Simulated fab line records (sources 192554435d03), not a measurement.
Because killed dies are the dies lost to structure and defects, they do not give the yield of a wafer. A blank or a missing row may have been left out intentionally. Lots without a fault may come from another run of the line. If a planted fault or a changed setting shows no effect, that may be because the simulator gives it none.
fab line records	flow n5-finfet
[record] lots = 10	wafers = 30	last-day = 16
route steps=1938 shown BEOL_M4@1111 BEOL_M7@1316 BEOL_M8@1335 PASSIVATION@1936
lots with no fault: from the same line, run without faults
start-h: start of the lot's first displayed wafer, in hours after the record's first day	wait-h: hours from the lot's prior step to this one	" repeats the value in the row above	L1.1+2: a single row standing in for several wafers	- value missing, or start not given	* or withheld: withheld	< > ~ a bound
route shown NAME@n: a module of which the file shows steps, and the number in the route of the first	usual: mean/standard deviation taken from wafers without a fault	same: alike in all rows	chamber/n: place in a boat	sites: each site's reading	_std_site: the standard deviation of these	_edge_site: the outer-site mean with the inner-site mean subtracted	radius-mm: how far each site lies from the wafer's centre	mask NAME#n: copy n	behind: the tool/chamber that last shaped the wafer	hold: cause of the lot's hold/its duration in hours/its outcome	device: whichever transistor did not switch (one of n, p or np)	end of line: the route-end tests of the same wafers	a step given without rows: its recipe and nothing more	killed: dies that structure and defects cost at the first sort, which is not the same as the wafer's yield	map: a wafer's dies, x killed, . not, _ none there
set.NAME: setting as actually run; set.NAME@STEP: the setting as run at that earlier step	model.NAME: the simulator's own value behind a step, which no gauge read
steps of the route over a sample of lots; a table a step, a row a wafer
services: when a tool's chamber went out of use (start-h, in hours from the record's first day, below 0 if earlier), for how many hours, and the reason
[[steps]]
[step N5_BEOL_M4_RC_MEAS_101]
[usual] DIBL_N = 35.8/1.8	DIBL_P = 35.9/2.2	IOFF_N = 0.16/0.035	IOFF_P = 0.21/0.04	ION_N = 672/11	ION_P = 461/7.4	SS_N = 71.4/0.64	SS_P = 73.2/0.67	VT_N = 250/3.5	VT_P = -251/3.4
lot.wafer	tool	chamber	start-h	wait-h	DIBL_N[mV/V]	DIBL_P[mV/V]	IOFF_N[nA/um]	IOFF_P[nA/um]	ION_N[uA/um]	ION_P[uA/um]	SS_N[mV/dec]	SS_P[mV/dec]	VT_N[mV]	VT_P[mV]
L988.2	prober-02	0	163.66	0.2	35.0	34.4	0.15	0.16	664	450	71.5	73.0	250	-254
L988.3	"	0	"	"	35.8	36.3	0.17	0.19	691	467	72.1	73.8	248	-252
L988.4	"	0	"	"	35.0	35.2	0.15	0.17	671	459	72.0	72.7	248	-252
L990.1	prober-02	0	165.77	0.2	34.2	32.9	0.12	0.17	664	451	71.0	72.0	254	-254
L990.2	"	0	"	"	33.8	34.0	0.12	0.18	671	462	71.3	71.9	257	-255
L990.4	"	0	"	"	34.3	33.8	0.13	0.18	673	452	70.8	73.0	253	-252
L992.3	prober-02	0	188.64	0.3	37.6	39.3	0.21	0.27	679	467	72.1	73.9	247	-246
L992.5	"	0	"	"	34.5	35.6	0.15	0.21	670	459	71.0	72.9	250	-247
L992.6	"	0	"	"	35.5	37.1	0.17	0.24	676	473	71.4	73.0	251	-248
L993.1	prober-01	0	200.51	0.0	35.9	37.2	0.16	0.21	671	464	72.0	73.4	250	-250
L993.2	"	0	"	"	35.0	35.8	0.14	0.20	669	459	71.6	72.8	252	-254
L993.6	"	0	"	"	36.8	37.1	0.17	0.21	675	464	71.9	73.3	250	-249
L995.2	prober-01	0	209.22	0.2	36.0	35.7	0.15	0.20	665	462	71.5	72.8	254	-250
L995.4	"	0	"	"	39.2	39.2	0.21	0.27	683	468	72.0	74.2	251	-248
L995.5	"	0	"	"	38.9	39.0	0.20	0.25	676	470	72.2	73.1	248	-250
L994.1	prober-01	0	216.83	0.0	38.6	40.7	0.21	0.24	691	467	72.3	73.7	247	-250
L994.2	"	0	"	"	36.7	37.9	0.17	0.19	683	459	72.1	72.5	249	-251
L994.4	"	0	"	"	35.0	36.7	0.13	0.17	665	451	71.1	72.8	254	-255
L999.1	prober-02	0	238.77	0.0	35.6	35.6	0.14	0.18	674	455	71.6	73.2	249	-251
L999.3	"	0	"	"	38.5	39.2	0.19	0.24	682	459	72.2	73.4	249	-249
L999.5	"	0	"	"	37.0	37.5	0.18	0.21	685	465	72.7	73.6	249	-250
L105.2	prober-01	0	273.52	0.2	37.6	37.8	0.17	0.19	671	444	72.1	73.8	251	-257
L105.3	"	0	"	"	36.7	36.8	0.15	0.17	668	446	72.0	73.5	252	-256
L105.6	"	0	"	"	35.9	36.1	0.14	0.17	660	448	71.8	73.5	253	-256
L103.3	prober-02	0	277.37	0.3	37.4	36.8	0.21	0.27	697	478	71.8	73.6	245	-244
L103.5	"	0	"	"	39.5	40.4	0.25	0.34	702	486	72.1	73.8	242	-243
L103.6	"	0	"	"	34.0	33.2	0.13	0.20	667	462	70.4	72.5	252	-247
L107.1	prober-01	0	284.90	0.0	37.0	36.5	0.16	0.22	673	455	71.6	73.1	251	-249
L107.2	"	0	"	"	37.4	37.5	0.17	0.26	670	462	71.8	74.1	248	-245
L107.4	"	0	"	"	36.3	36.1	0.17	0.22	671	463	71.5	73.4	250	-247
[step N5_BEOL_M7_CD_MEAS_35]
[recipe] target-cd-nm = 40	polarity = opening
[usual] cd-nm = 40.6/0.56
lot.wafer	tool	chamber	start-h	wait-h	cd-nm
L990.1	cd-sem-01	-	193.45	0.0	39.4
L990.2	"	-	"	"	40.2
L990.4	"	-	"	"	40.4
L988.2	cd-sem-02	-	193.96	0.0	41.6
L988.3	"	-	"	"	40.9
L988.4	"	-	"	"	41.4
L992.3	cd-sem-03	-	215.02	0.0	40.3
L992.5	"	-	"	"	41.0
L992.6	"	-	"	"	40.4
L993.1	cd-sem-03	-	226.01	0.0	40.3
L993.2	"	-	"	"	40.5
L993.6	"	-	"	"	40.9
L995.2	cd-sem-02	-	236.84	0.0	40.4
L995.4	"	-	"	"	40.0
L995.5	"	-	"	"	40.6
L994.1	cd-sem-01	-	246.23	0.0	40.7
L994.2	"	-	"	"	40.6
L994.4	"	-	"	"	40.6
L999.1	cd-sem-01	-	263.83	0.0	40.9
L999.3	"	-	"	"	41.4
L999.5	"	-	"	"	40.6
L105.2	cd-sem-01	-	296.92	0.0	40.9
L105.3	"	-	"	"	39.8
L105.6	"	-	"	"	39.5
L103.3	cd-sem-02	-	304.48	0.0	39.7
L103.5	"	-	"	"	40.6
L103.6	"	-	"	"	40.6
L107.1	cd-sem-03	-	313.82	0.0	40.7
L107.2	"	-	"	"	40.7
L107.4	"	-	"	"	40.7
[step N5_BEOL_M7_CMP_52]
[recipe] stop-on = SiCOH_lowk	t-overpolish-s = 6.9	down-force-psi = 1	platen-rpm = 50	clearing-platen-down-force-psi = 1.5	clearing-platen-rpm = 50	post-cmp-clean = cu-alkaline	target-thk-nm = 80	clearing-platen-pad-velocity-m-s = 0.99484	pad-velocity-m-s = 0.99484
[usual] barrier-field-endpoint-s = 29.0/0.8	motor-current-A = 5.8/0.65	overpolish-run-s = 6.900/0.0094	platen-rpm = 50.01/0.036	slurry-filter-dp-kPa = 13.48/0.14	time-to-endpoint-s = 63/3.3
lot.wafer	tool	chamber	start-h	wait-h	barrier-field-endpoint-s	motor-current-A	overpolish-run-s	platen-rpm	slurry-filter-dp-kPa	time-to-endpoint-s
L990.1	cmp-03	1	198.02	0.3	28.9	5.3	6.901	49.99	13.47	65
L990.2	"	2	"	"	27.2	7.3	6.893	49.97	13.58	59
L990.4	"	3	"	"	28.6	4.8	6.897	49.98	13.65	61
L988.2	cmp-01	1	199.64	0.2	28.8	5.8	6.917	50.10	13.34	60
L988.3	"	2	"	"	29.3	6.5	6.898	49.97	13.22	62
L988.4	"	3	"	"	29.0	6.6	6.892	49.95	13.41	64
L992.3	cmp-02	3	220.59	0.2	30.4	5.2	6.906	50.00	13.59	66
L992.5	"	1	"	"	29.0	5.7	6.913	49.95	13.52	62
L992.6	"	2	"	"	29.9	5.5	6.907	49.98	13.28	63
L993.2	cmp-01	1	229.61	0.2	27.7	6.2	6.889	49.95	13.42	55
L993.1	"	3	"	"	29.4	6.5	6.901	50.02	13.49	60
L993.6	"	0	"	"	28.3	5.5	6.908	49.96	13.32	58
L995.4	cmp-01	0	239.82	0.1	28.5	5.5	6.913	50.05	13.51	56
L995.2	"	1	"	"	28.0	6.0	6.915	49.93	13.28	61
L995.5	"	0	"	"	27.7	5.3	6.869	49.98	13.68	58
L994.4	cmp-01	0	248.61	0.1	28.1	5.0	6.895	49.98	13.45	58
L994.1	"	1	"	"	27.4	6.1	6.901	50.07	13.44	59
L994.2	"	3	"	"	28.4	6.5	6.897	50.02	13.59	62
L999.3	cmp-03	0	266.68	0.2	29.1	6.5	6.893	50.01	13.47	66
L999.1	"	2	"	"	29.0	7.4	6.907	50.03	13.23	59
L999.5	"	3	"	"	28.9	4.6	6.905	50.01	13.41	65
L105.2	cmp-02	3	299.89	0.4	29.2	5.1	6.874	50.05	13.66	67
L105.3	"	2	"	"	29.0	5.6	6.905	50.03	13.47	64
L105.6	"	0	"	"	29.3	5.9	6.904	50.00	13.28	67
L103.3	cmp-03	1	306.65	0.2	29.1	5.5	6.903	50.03	13.67	63
L103.6	"	0	"	"	29.4	6.5	6.899	49.96	13.44	61
L103.5	"	1	"	"	30.0	5.6	6.905	50.02	13.29	64
L107.4	cmp-01	0	316.26	0.1	28.6	5.3	6.892	50.08	13.42	60
L107.2	"	2	"	"	28.4	6.5	6.893	50.04	13.41	59
L107.1	"	3	"	"	29.1	6.5	6.889	50.00	13.69	66
[step N5_BEOL_M7_THK_MEAS_53]
[recipe] thk-meas-gauge = xrf	reads = Cu_of_BEOL_M7_ECD_50
[usual] M7_THK = 81.4/2.1
lot.wafer	tool	chamber	start-h	wait-h	M7_THK[nm]
L990.1	film-metro-01	-	198.31	-	84.7
L990.2	"	-	"	"	80.4
L990.4	"	-	"	"	79.4
L988.2	film-metro-01	-	199.94	-	81.2
L988.3	"	-	"	"	77.9
L988.4	"	-	"	"	82.5
L992.3	film-metro-02	-	220.81	-	84.9
L992.5	"	-	"	"	83.4
L992.6	"	-	"	"	84.0
L993.1	film-metro-02	-	229.87	-	78.3
L993.2	"	-	"	"	80.3
L993.6	"	-	"	"	81.1
L995.2	film-metro-02	-	240.11	-	79.9
L995.4	"	-	"	"	79.6
L995.5	"	-	"	"	79.6
L994.1	film-metro-02	-	248.91	-	81.2
L994.2	"	-	"	"	80.2
L994.4	"	-	"	"	78.4
L999.1	film-metro-02	-	266.93	-	81.7
L999.3	"	-	"	"	83.6
L999.5	"	-	"	"	80.0
L105.2	film-metro-01	-	300.18	-	80.8
L105.3	"	-	"	"	84.0
L105.6	"	-	"	"	80.3
L103.3	film-metro-02	-	306.92	-	81.3
L103.5	"	-	"	"	81.0
L103.6	"	-	"	"	81.6
L107.1	film-metro-02	-	316.56	-	84.2
L107.2	"	-	"	"	79.5
L107.4	"	-	"	"	83.4
[step N5_BEOL_M8_PECVD_70]
[recipe] material = SiO2	target-thk-a = 200	temp-c = 400	precursor = TEOS/O2	pressure-torr = 5.5	rf-w = 450	teos-flow-sccm = 53.8	gas = O2	flow-sccm = 3000	time-s = 22.7
[usual] chamber-pressure-Torr = 5.500/0.012	heater-power-outer-w = 379/61	heater-power-w = 664/90	showerhead-plenum-p-Torr = 8.80/0.07	throttle-valve-pct = 22.3/0.58
lot.wafer	tool	chamber	start-h	wait-h	chamber-pressure-Torr	heater-power-outer-w	heater-power-w	showerhead-plenum-p-Torr	throttle-valve-pct
L990.1	pecvd-03	2	199.13	0.0	5.477	325	552	8.69	23.0
L990.2	"	0	"	"	5.490	427	721	8.92	22.4
L990.4	"	0	"	"	5.519	416	708	8.94	22.9
L988.2	pecvd-04	1	200.76	0.0	5.501	412	725	8.81	22.0
L988.3	"	0	"	"	5.499	246	556	8.82	21.7
L988.4	"	0	"	"	5.508	250	536	8.82	22.0
L992.3	pecvd-01	1	222.12	0.0	5.510	507	846	8.75	23.8
L992.5	"	2	"	"	5.506	333	599	8.76	21.5
L992.6	"	0	"	"	5.487	317	544	8.87	21.8
L993.1	pecvd-04	2	230.71	0.0	5.488	402	737	8.73	22.6
L993.2	"	1	"	"	5.499	418	744	8.80	22.2
L993.6	"	0	"	"	5.519	340	659	8.82	22.2
L995.2	pecvd-04	1	240.95	0.0	5.515	327	641	8.80	22.3
L995.4	"	0	"	"	5.512	328	631	8.83	21.9
L995.5	"	2	"	"	5.494	384	714	8.71	22.2
L994.1	pecvd-03	1	249.71	0.0	5.509	413	704	8.80	22.5
L994.2	"	2	"	"	5.504	335	535	8.67	21.8
L994.4	"	0	"	"	5.491	397	679	8.93	22.8
L999.1	pecvd-03	1	267.74	0.0	5.509	488	755	8.82	22.9
L999.3	"	0	"	"	5.504	450	731	8.92	23.0
L999.5	"	0	"	"	5.519	441	725	8.92	22.7
L105.2	pecvd-03	2	300.99	0.0	-	-	-	-	-
L105.3	"	1	"	"	-	-	-	-	-
L105.6	"	1	"	"	-	-	-	-	-
L103.3	pecvd-03	0	307.72	0.0	-	-	-	-	-
L103.5	"	0	"	"	-	-	-	-	-
L103.6	"	2	"	"	-	-	-	-	-
L107.1	pecvd-04	0	317.37	0.0	5.487	348	654	8.84	21.7
L107.2	"	1	"	"	5.492	363	694	8.79	22.1
L107.4	"	1	"	"	5.481	348	685	8.80	22.1
[step N5_PASSIVATION_PROBE_49]
[usual] defect-limited-yield = 91.0/1.5	killed_at_M0_to_M3 = 34/9.1	killed_at_M4_up = 14/5.7	killed-at-contacts = 13/5.7	killed-at-front-end = 42/12	killed-at-other = 4/3.4	killed-dies = 106/17	killed-on-rim = 14/4.3	killed-open = 70/13	killed-short = 34/7.5	sort_bin_5_function = 5.2/0.94	sort_bin_6_memory = 3.4/0.69	sort_bin_8_speed = 0.00/0.029	sort-n-pass = 1074/17	sort-yield-pct = 91.0/1.5
[same] gross-dies = 1180	killed-at-back-side = 0	sort_bin_4_leakage[%] = 0
lot.wafer	tool	chamber	start-h	wait-h	defect-limited-yield[%]	killed_at_M0_to_M3	killed_at_M4_up	killed-at-contacts	killed-at-front-end	killed-at-other	killed-dies	killed-on-rim	killed-open	killed-short	sort_bin_5_function[%]	sort_bin_6_memory[%]	sort_bin_8_speed[%]	sort-n-pass	sort-yield-pct[%]
L990.1	prober-02	-	270.10	0.0	89.5	34	18	19	52	1	124	15	85	39	6.1	4.2	0	1056	89.5
L990.2	prober-02	-	270.15	0.1	92.3	34	13	2	40	2	91	8	54	35	4.7	2.5	0	1089	92.3
L990.4	prober-02	-	270.25	0.2	89.2	50	14	15	46	2	127	13	86	41	5.3	4.9	0	1053	89.2
L988.2	prober-01	-	270.90	0.1	91.4	46	14	10	31	1	102	15	71	28	4.6	3.6	0.08	1077	91.3
L988.3	prober-01	-	270.95	0.1	93.7	29	12	7	26	0	74	10	44	21	3.5	2.3	0	1106	93.7
L988.4	prober-01	-	271.00	0.2	92.0	39	14	10	27	4	94	16	60	27	5.0	2.6	0	1086	92.0
L992.3	prober-02	-	295.06	0.1	90.8	46	11	4	48	0	109	17	68	36	5.1	3.5	0	1071	90.8
L992.5	prober-02	-	295.16	0.2	91.6	33	11	7	42	6	99	17	58	39	5.3	2.6	0	1081	91.6
L992.6	prober-02	-	295.21	0.3	92.2	43	9	7	28	5	92	13	67	24	5.3	2.1	0	1088	92.2
L993.1	prober-01	-	299.50	0.0	91.4	43	13	14	27	4	101	13	65	32	4.7	3.1	0	1079	91.4
L993.2	prober-01	-	299.55	0.1	90.8	41	9	15	37	6	108	14	68	39	6.0	2.8	0	1072	90.8
L993.6	prober-01	-	299.75	0.3	91.3	40	12	14	35	2	103	17	62	40	4.7	3.8	0	1077	91.3
L995.2	prober-01	-	320.40	0.1	90.2	29	16	8	57	6	116	18	83	30	6.0	3.6	0	1064	90.2
L995.4	prober-01	-	320.50	0.2	89.2	40	17	20	49	2	128	13	88	39	7.2	3.4	0	1052	89.2
L995.5	prober-01	-	320.55	0.2	90.3	44	9	16	40	6	115	16	69	44	5.3	3.9	0	1065	90.3
L994.1	prober-01	-	322.89	0.0	91.4	31	19	5	39	7	101	12	71	28	5.1	3.2	0	1079	91.4
L994.2	prober-01	-	322.94	0.1	92.2	21	10	7	48	6	92	9	52	37	4.3	3.3	0	1088	92.2
L994.4	prober-01	-	323.04	0.2	91.8	31	6	11	46	3	97	18	59	36	5.1	2.7	0	1083	91.8
L999.1	prober-01	-	333.81	0.0	92.4	39	5	13	29	4	90	16	57	31	5.3	2.1	0	1090	92.4
L999.3	prober-01	-	333.91	0.1	91.4	40	7	13	38	3	101	8	65	35	5.3	3.1	0	1079	91.4
L999.5	prober-01	-	334.01	0.2	90.0	19	4	27	53	15	118	15	77	39	5.4	4.2	0	1062	90.0
L105.2	prober-01	-	368.43	0.1	62.4	28	372	16	28	0	444	19	54	27	35.2	2.4	0	736	62.4
L105.3	prober-01	-	368.48	0.1	62.0	29	340	19	55	5	448	117	80	44	33.1	4.3	0	732	62.0
L105.6	prober-01	-	368.63	0.3	62.1	32	340	10	61	4	447	111	74	39	33.3	3.9	0	733	62.1
L103.3	prober-02	-	368.70	0.1	62.5	32	328	8	74	0	442	60	81	45	32.4	4.3	0	738	62.5
L103.5	prober-02	-	368.80	0.2	60.7	23	361	23	55	2	464	68	90	34	34.7	3.9	0	716	60.7
L103.6	prober-02	-	368.85	0.3	63.6	19	333	16	56	5	429	9	76	33	33.1	2.9	0	751	63.6
L107.1	prober-01	-	391.70	0.0	89.5	38	19	8	53	6	124	19	80	41	5.9	4.2	0	1056	89.5
L107.2	prober-01	-	391.75	0.1	90.5	21	13	5	70	3	112	12	85	26	5.7	3.7	0	1068	90.5
L107.4	prober-01	-	391.85	0.2	90.3	27	22	6	54	5	114	16	75	38	5.8	3.4	0	1066	90.3
// killed by level:class
L990.1 BEOL_M4:geometric-particle:open=15 MOL_CONTACT_COAG:geometric-particle:open=15 STI_FIN_REVEAL:geometric-particle:open=11 FIN_SAQP:geometric-particle:short=10 FIN_SAQP:geometric-particle:open=9 BEOL_M0_SAQP:geometric-particle:open=7 BEOL_M2:geometric-particle:open=7 STARTING-WAFER:geometric-particle:short=5
L990.2 GATE_CUT:geometric-particle:short=9 STI_FIN_REVEAL:geometric-particle:open=8 FIN_SAQP:geometric-particle:open=7 FIN_SAQP:geometric-particle:short=7 BEOL_M0_SAQP:geometric-particle:short=7 BEOL_M0_SAQP:geometric-particle:open=7 BEOL_M1:geometric-particle:open=7 BEOL_M2:geometric-particle:open=5
L990.4 MOL_CONTACT_COAG:geometric-particle:open=12 BEOL_M1:geometric-particle:open=12 STI_FIN_REVEAL:geometric-particle:open=11 BEOL_M0_SAQP:geometric-particle:short=9 BEOL_M0_SAQP:geometric-particle:open=9 BEOL_M3:geometric-particle:open=8 BEOL_M4:geometric-particle:open=6 FIN_SAQP:geometric-particle:open=5
L988.2 BEOL_M3:geometric-particle:open=12 MOL_CONTACT_COAG:geometric-particle:open=9 BEOL_M0_SAQP:geometric-particle:open=9 DUMMY_GATE:geometric-particle:open=8 STI_FIN_REVEAL:geometric-particle:open=7 BEOL_M0_SAQP:geometric-particle:short=7 BEOL_M2:geometric-particle:open=7 BEOL_M4:geometric-particle:open=7
L988.3 BEOL_M2:geometric-particle:open=7 GATE_CUT:geometric-particle:short=6 MOL_CONTACT_COAG:geometric-particle:open=5 BEOL_M0_SAQP:geometric-particle:short=5 BEOL_M0_SAQP:geometric-particle:open=5 BEOL_M4:geometric-particle:open=5 BEOL_M1:geometric-particle:open=4 BEOL_M3:geometric-particle:open=4
L988.4 BEOL_M2:geometric-particle:open=12 BEOL_M0_SAQP:geometric-particle:short=8 MOL_CONTACT_COAG:geometric-particle:open=7 BEOL_M1:geometric-particle:open=6 BEOL_M4:geometric-particle:open=6 BEOL_M0_SAQP:geometric-particle:open=5 STI_FIN_REVEAL:geometric-particle:open=4 DUMMY_GATE:geometric-particle:open=4
L992.3 BEOL_M0_SAQP:geometric-particle:short=11 BEOL_M0_SAQP:geometric-particle:open=11 FIN_SAQP:geometric-particle:short=7 GATE_CUT:geometric-particle:open=7 BEOL_M1:geometric-particle:open=7 BEOL_M1:geometric-particle:short=6 BEOL_M3:geometric-particle:open=6 STI_FIN_REVEAL:geometric-particle:open=5
L992.5 BEOL_M0_SAQP:geometric-particle:short=9 BEOL_M0_SAQP:geometric-particle:open=9 FIN_SAQP:geometric-particle:open=6 GATE_CUT:geometric-particle:short=6 STI_FIN_REVEAL:geometric-particle:open=5 DUMMY_GATE:geometric-particle:open=5 STARTING-WAFER:geometric-particle:open=5 BEOL_M3:geometric-particle:open=5
L992.6 BEOL_M0_SAQP:geometric-particle:open=14 BEOL_M3:geometric-particle:open=11 BEOL_M1:geometric-particle:open=7 DUMMY_GATE:geometric-particle:open=6 FIN_SAQP:geometric-particle:open=5 STI_FIN_REVEAL:geometric-particle:open=5 BEOL_M0_SAQP:geometric-particle:short=5 GATE_CUT:geometric-particle:open=4
L993.1 BEOL_M3:geometric-particle:open=13 MOL_CONTACT_COAG:geometric-particle:open=10 STI_FIN_REVEAL:geometric-particle:open=7 BEOL_M0_SAQP:geometric-particle:open=7 BEOL_M2:geometric-particle:open=6 GATE_CUT:geometric-particle:short=5 BEOL_M1:geometric-particle:open=5 MOL_CONTACT_COAG:geometric-particle:short=4
L993.2 MOL_CONTACT_COAG:geometric-particle:open=13 BEOL_M0_SAQP:geometric-particle:open=10 FIN_SAQP:geometric-particle:short=7 BEOL_M0_SAQP:geometric-particle:short=7 BEOL_M1:geometric-particle:open=6 BEOL_M2:geometric-particle:open=6 STARTING-WAFER:geometric-particle:open=5 STARTING-WAFER:geometric-particle:short=5
L993.6 MOL_CONTACT_COAG:geometric-particle:open=12 BEOL_M3:geometric-particle:open=8 BEOL_M0_SAQP:geometric-particle:short=7 BEOL_M0_SAQP:geometric-particle:open=7 FIN_SAQP:geometric-particle:short=6 BEOL_M2:geometric-particle:open=6 FIN_SAQP:geometric-particle:open=5 STARTING-WAFER:geometric-particle:short=5
L995.2 STI_FIN_REVEAL:geometric-particle:open=20 FIN_SAQP:geometric-particle:open=14 FIN_SAQP:geometric-particle:short=6 MOL_CONTACT_COAG:geometric-particle:open=6 BEOL_M3:geometric-particle:open=6 BEOL_M0_SAQP:geometric-particle:open=5 BEOL_M1:geometric-particle:open=5 BEOL_M4:geometric-particle:open=5
L995.4 MOL_CONTACT_COAG:geometric-particle:open=16 FIN_SAQP:geometric-particle:open=14 FIN_SAQP:geometric-particle:short=10 BEOL_M3:geometric-particle:open=10 BEOL_M4:geometric-particle:open=10 BEOL_M0_SAQP:geometric-particle:open=9 BEOL_M0_SAQP:geometric-particle:short=7 STI_FIN_REVEAL:geometric-particle:open=6
L995.5 MOL_CONTACT_COAG:geometric-particle:open=16 FIN_SAQP:geometric-particle:open=13 BEOL_M1:geometric-particle:open=12 BEOL_M0_SAQP:geometric-particle:short=11 BEOL_M3:geometric-particle:open=9 FIN_SAQP:geometric-particle:short=8 ILD0:geometric-particle:short=5 MIM_TOP:geometric-particle:short=4
L994.1 STI_FIN_REVEAL:geometric-particle:open=10 BEOL_M2:geometric-particle:open=10 BEOL_M4:geometric-particle:open=8 GATE_CUT:geometric-particle:short=7 GATE_CUT:geometric-particle:open=6 BEOL_M0_SAQP:geometric-particle:short=6 DUMMY_GATE:geometric-particle:open=5 MOL_CONTACT_COAG:geometric-particle:open=5
L994.2 FIN_SAQP:geometric-particle:short=8 BEOL_M2:geometric-particle:open=8 DUMMY_GATE:geometric-particle:open=7 GATE_CUT:geometric-particle:short=7 FIN_SAQP:geometric-particle:open=6 MOL_CONTACT_COAG:geometric-particle:open=5 BEOL_M1:geometric-particle:open=5 STARTING-WAFER:geometric-particle:open=5
L994.4 FIN_SAQP:geometric-particle:open=14 GATE_CUT:geometric-particle:short=8 BEOL_M2:geometric-particle:open=8 MOL_CONTACT_COAG:geometric-particle:open=7 BEOL_M3:geometric-particle:open=7 STI_FIN_REVEAL:geometric-particle:open=6 BEOL_M0_SAQP:geometric-particle:open=6 FIN_SAQP:geometric-particle:short=5
L999.1 BEOL_M1:geometric-particle:open=13 MOL_CONTACT_COAG:geometric-particle:open=12 BEOL_M0_SAQP:geometric-particle:open=6 GATE_CUT:geometric-particle:short=5 BEOL_M0_SAQP:geometric-particle:short=5 BEOL_M1:geometric-particle:short=5 FIN_SAQP:geometric-particle:open=4 DUMMY_GATE:geometric-particle:open=4
L999.3 BEOL_M0_SAQP:geometric-particle:short=14 MOL_CONTACT_COAG:geometric-particle:open=11 STI_FIN_REVEAL:geometric-particle:open=8 BEOL_M0_SAQP:geometric-particle:open=8 BEOL_M1:geometric-particle:open=6 BEOL_M1:geometric-particle:short=5 BEOL_M2:geometric-particle:open=5 DUMMY_GATE:geometric-particle:open=4
L999.5 MOL_CONTACT_COAG:geometric-particle:open=18 STI_FIN_REVEAL:geometric-particle:open=15 FIN_SAQP:geometric-particle:open=11 MOL_CONTACT_COAG:geometric-particle:short=9 BEOL_M0_SAQP:geometric-particle:open=8 MIM_TOP_ETCH:geometric-particle:short=5 FIN_SAQP:geometric-particle:short=4 DUMMY_GATE:geometric-particle:open=4
L105.2 BEOL_M8:area-pecvd=360 MOL_CONTACT_COAG:geometric-particle:open=11 BEOL_M1:geometric-particle:open=8 GATE_CUT:geometric-particle:short=6 STI_FIN_REVEAL:geometric-particle:open=5 ILD0:geometric-particle:open=4 STARTING-WAFER:geometric-particle:open=4 MOL_CONTACT_COAG:geometric-particle:short=4
L105.3 BEOL_M8:area-pecvd=324 MOL_CONTACT_COAG:geometric-particle:open=16 FIN_SAQP:geometric-particle:short=14 STI_FIN_REVEAL:geometric-particle:open=12 BEOL_M1:geometric-particle:open=11 BEOL_M3:geometric-particle:open=7 FIN_SAQP:geometric-particle:open=6 BEOL_M4:geometric-particle:open=6
L105.6 BEOL_M8:area-pecvd=328 FIN_SAQP:geometric-particle:short=12 STI_FIN_REVEAL:geometric-particle:open=9 FIN_SAQP:geometric-particle:open=8 BEOL_M1:geometric-particle:open=8 MOL_CONTACT_COAG:geometric-particle:open=8 BEOL_M3:geometric-particle:open=8 DUMMY_GATE:geometric-particle:open=6
L103.3 BEOL_M8:area-pecvd=312 FIN_SAQP:geometric-particle:open=18 STI_FIN_REVEAL:geometric-particle:open=13 DUMMY_GATE:geometric-particle:open=12 BEOL_M2:geometric-particle:open=10 FIN_SAQP:geometric-particle:short=9 BEOL_M0_SAQP:geometric-particle:short=8 STI_FIN_REVEAL:geometric-particle:short=7
L103.5 BEOL_M8:area-pecvd=340 FIN_SAQP:geometric-particle:open=26 MOL_CONTACT_COAG:geometric-particle:open=20 BEOL_M4:geometric-particle:open=11 FIN_SAQP:geometric-particle:short=7 DUMMY_GATE:geometric-particle:open=5 BEOL_M0_SAQP:geometric-particle:open=5 BEOL_M1:geometric-particle:open=5
L103.6 BEOL_M8:area-pecvd=320 FIN_SAQP:geometric-particle:open=21 MOL_CONTACT_COAG:geometric-particle:open=13 FIN_SAQP:geometric-particle:short=9 STI_FIN_REVEAL:geometric-particle:open=9 BEOL_M4:geometric-particle:open=9 BEOL_M2:geometric-particle:open=5 BEOL_M0_SAQP:geometric-particle:short=4
L107.1 BEOL_M3:geometric-particle:open=13 DUMMY_GATE:geometric-particle:open=12 BEOL_M4:geometric-particle:open=11 FIN_SAQP:geometric-particle:short=9 BEOL_M0_SAQP:geometric-particle:short=9 STI_FIN_REVEAL:geometric-particle:open=8 BEOL_M0_SAQP:geometric-particle:open=7 FIN_SAQP:geometric-particle:open=5
L107.2 DUMMY_GATE:geometric-particle:open=18 STI_FIN_REVEAL:geometric-particle:open=17 FIN_SAQP:geometric-particle:open=16 BEOL_M4:geometric-particle:open=10 BEOL_M0_SAQP:geometric-particle:open=7 BEOL_M0_SAQP:geometric-particle:short=6 GATE_CUT:geometric-particle:open=5 DUMMY_GATE:geometric-particle:short=4
L107.4 FIN_SAQP:geometric-particle:open=13 BEOL_M4:geometric-particle:open=11 FIN_SAQP:geometric-particle:short=10 STI_FIN_REVEAL:geometric-particle:open=8 DUMMY_GATE:geometric-particle:open=6 GATE_CUT:geometric-particle:short=6 MOL_CONTACT_COAG:geometric-particle:open=6 BEOL_M0_SAQP:geometric-particle:short=6
[[services]]
tool	chamber	start-h	hours	kind
cmp-01	-	177.70	-	consumable-replace:conditioner
cmp-01	-	177.70	-	consumable-replace:pad
cmp-02	-	185.54	19.4	pm
cmp-01	-	190.44	1.3	repair
cmp-03	-	204.80	1.4	repair
pecvd-03	2	207.63	5.5	scheduled-down
pecvd-04	1	220.31	5.5	scheduled-down
cmp-02	-	235.24	0.5	repair
cmp-01	-	255.04	5.6	pm
pecvd-03	-	261.81	1.5	repair
cmp-01	-	262.95	15.5	pm
pecvd-01	2	269.11	12.2	repair
cmp-02	-	282.73	4.0	pm
cmp-02	-	286.73	-	consumable-replace:conditioner
cmp-02	-	286.73	-	consumable-replace:pad
cmp-03	-	298.82	4.0	pm
pecvd-01	2	300.55	5.5	scheduled-down
cmp-02	-	302.66	5.8	pm
cmp-03	-	302.82	-	consumable-replace:conditioner
cmp-03	-	302.82	-	consumable-replace:pad
cmp-01	-	312.11	2.6	repair
[[key]]
[first-sign] step = N5_BEOL_M8_PECVD_70	reading = tool-record	direction = missing
[effect] step = N5_PASSIVATION_PROBE_49	reading = killed_at_M4_up	direction = up	sigmas = 58	usual = 14	struck = 346
[more-kills-born-at] N5_BEOL_M8_PECVD_70@pecvd-03 = 1984
met-at N5_BEOL_M8_PECVD_70
struck-lots L103,L105
not-acting-at N5_BEOL_M7_CD_MEAS_35,N5_BEOL_M7_CMP_52,N5_BEOL_M7_THK_MEAS_53
onset-between 267.74 300.99
[fault] kind = skipped-step-whole	tool = pecvd-03	chamber = -	onset-h = 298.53	steps = N5_BEOL_M8_PECVD_70	scope = struck-lots-only
